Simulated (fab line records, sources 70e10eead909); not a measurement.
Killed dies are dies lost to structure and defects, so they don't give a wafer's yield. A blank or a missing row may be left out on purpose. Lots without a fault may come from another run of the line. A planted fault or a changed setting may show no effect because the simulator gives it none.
A struck lot beside a sound one | flow nand_harc | 14 steps out of a route of 1159
Sound: wafers L724.1, L724.4, L724.6. Struck: wafer L730.3. (L730.4, L730.6 of the same lot were not struck and are left out.) The cause comes at the end.
At each step with rows: each side's tool, then ch and its chambers, then its first start. Under that, the readings that differ: sound wafers | struck wafers | difference of the means | sigmas: that difference in standard deviations of wafers without a fault.
alike: readings whose means differ by less than 2 such deviations, and words and numbers that are the same on both sides. not compared: withheld readings, readings that some wafer has no value for, bounds like >300 that may hide the same value, and numbers for which the record gives no deviation and whose values overlap.
The two part at a step that has a row with sigmas, a row that says differs or no value, or rows on one side only. Numbers that don't overlap but have no deviation are shown without sigmas and don't part them. A reading that every wafer of one side lacks parts them only if that side has two wafers or more.

NHARC_A_WL_FILL_CVD_03: deposits W, target thk 40 nm, time 3302 s.
  sound on cvd_w-02 ch 0,1, day 14 22:32; struck on cvd_w-02 ch 0, day 17 11:44
  alike: heater_power_outer_w, heater_power_w, throttle_valve_pct
NHARC_A_WL_FILL_ETCHBACK_04: etches the open film in NF3, target depth 60 nm, time 120 s.
  sound on rie_metal-03 ch 0,1, day 15 01:24; struck on rie_metal-02 ch 0, day 17 14:11
  reading               | sound             | struck | difference | sigmas
  oes_product_au (a.u.) | 1.003 0.991 0.991 | 1.008  | +0.013     | +2
  alike: drypump_motor_current_A
  not compared: rf_hours_counter_h
NHARC_A_WL_FILL_ETCHBACK_05: etches the open film in Cl2/BCl3, target depth 22 nm, time 60 s.
  sound on rie_metal-03 ch 0,1, day 15 01:37; struck on rie_metal-02 ch 1, day 17 14:26
  alike: drypump_motor_current_A, oes_product_au
  not compared: rf_hours_counter_h
then, 5 steps without rows for these wafers: NHARC_A_WL_FILL_STRIP_27 (strips in N2/H2, time 20 s); NHARC_A_WL_FILL_STRIP_28 (strips in post etch residue remover, time 1200 s); NHARC_A_WL_FILL_PRECLEAN_06 (cleans in DIW, time 300 s); NHARC_A_WL_FILL_SRD_07; NHARC_A_WL_FILL_ANNEAL_08 (time 1800 s).
NHARC_A_WL_FILL_ALD_10: deposits SiO2, target thk 50 nm, pulse time 10 s, ald cycles 500.
  sound on ald_hk-04 ch 0,2,3, day 15 08:01; struck on ald_hk-03 ch 3, day 17 17:59
  alike: heater_power_outer_w, heater_power_w, precursor_pulse_height_rel
NHARC_A_WL_FILL_ETCHBACK_16: etches the open film in C4F8/O2/Ar, target depth 88 nm, time 17.6 s.
  sound on rie_diel-07 ch 0,1,2; struck on rie_diel-03 ch 2
  alike: oes_product_au, rf_vpp_V
  not compared: rf_hours_counter_h
then, 1 step without rows for these wafers: NHARC_A_WL_FILL_STRIP_29 (strips in O2, time 20 s).
NHARC_A_WL_FILL_ETCHBACK_17: etches the open film in Cl2/BCl3, target depth 4 nm, time 26.7 s.
  sound on rie_metal-03 ch 0,1, day 15 11:52; struck on rie_metal-03 ch 0, day 17 22:25
  reading               | sound             | struck | difference | sigmas
  oes_product_au (a.u.) | 1.003 0.998 0.995 | 0.815  | -0.184     | -27
  alike: drypump_motor_current_A
  not compared: rf_hours_counter_h
then, 2 steps without rows for these wafers: NHARC_A_WL_FILL_PRECLEAN_18 (cleans in dHF, time 30 s); NHARC_END_SORT_01.

WHERE THEY PART
First at NHARC_A_WL_FILL_ETCHBACK_04; last, within this record, at NHARC_A_WL_FILL_ETCHBACK_17.

WHY: what the simulator had put in
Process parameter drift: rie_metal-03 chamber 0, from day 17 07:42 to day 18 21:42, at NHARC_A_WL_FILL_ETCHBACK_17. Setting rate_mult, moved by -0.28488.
